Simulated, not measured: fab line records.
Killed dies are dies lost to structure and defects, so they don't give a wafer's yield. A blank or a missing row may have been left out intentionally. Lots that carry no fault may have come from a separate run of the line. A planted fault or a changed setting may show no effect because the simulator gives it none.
Chamber matching + flow n5 finfet + 3 sister chambers for N5_BEOL_M1_CO_CAP_55 on cvd co-01
The step material Co, precursor CCTBA/H2, target thk 2 nm, time 102.1 s. 6 wafers are shown with their chamber, then 12 later ones without.

## WAFERS WITH THEIR CHAMBER
| wafer  | chamber | heater power w (W) |
|--------|---------|--------------------|
| L090.2 | 0       | 239                |
| L090.5 | 0       | 239                |
| L090.6 | 2       | 262                |
| L093.3 | 1       | 295                |
| L093.4 | 2       | 263                |
| L093.6 | 1       | 301                |

## WAFERS WITH NO CHAMBER GIVEN
| wafer  | heater power w (W) |
|--------|--------------------|
| L094.3 | 239                |
| L094.4 | 298                |
| L094.5 | 240                |
| L095.1 | 264                |
| L095.4 | 304                |
| L095.6 | 267                |
| L096.2 | 241                |
| L096.3 | 257                |
| L096.4 | 260                |
| L097.1 | 260                |
| L097.3 | 240                |
| L097.6 | 262                |

## THE CHAMBER EACH PASSED THROUGH
| wafer  | from the rows above | in truth |
|--------|---------------------|----------|
| L094.3 | 0                   | 0        |
| L094.4 | 1                   | 1        |
| L094.5 | 0                   | 0        |
| L095.1 | 2                   | 2        |
| L095.4 | 1                   | 1        |
| L095.6 | 2                   | 2        |
| L096.2 | 0                   | 0        |
| L096.3 | 2                   | 2        |
| L096.4 | 2                   | 2        |
| L097.1 | 2                   | 2        |
| L097.3 | 0                   | 0        |
| L097.6 | 2                   | 2        |
Correctly placed: 12 of 12. Can't be placed from these rows: 0. Placed wrongly: 0.
How it was worked out, from the rows above alone: a wafer's distance from a chamber is the root of the sum, over the readings, of the square of ((its reading less the chamber's mean) divided by the reading's scatter). If the next closest chamber is less than 2 further off than the closest, the wafer can't be placed; otherwise it belongs to the closest. A chamber's mean is the mean of its shown wafers. The scatter: the root of (the sum of the squares of (reading less its chamber's mean) over the shown wafers, divided by (wafers less chambers)).
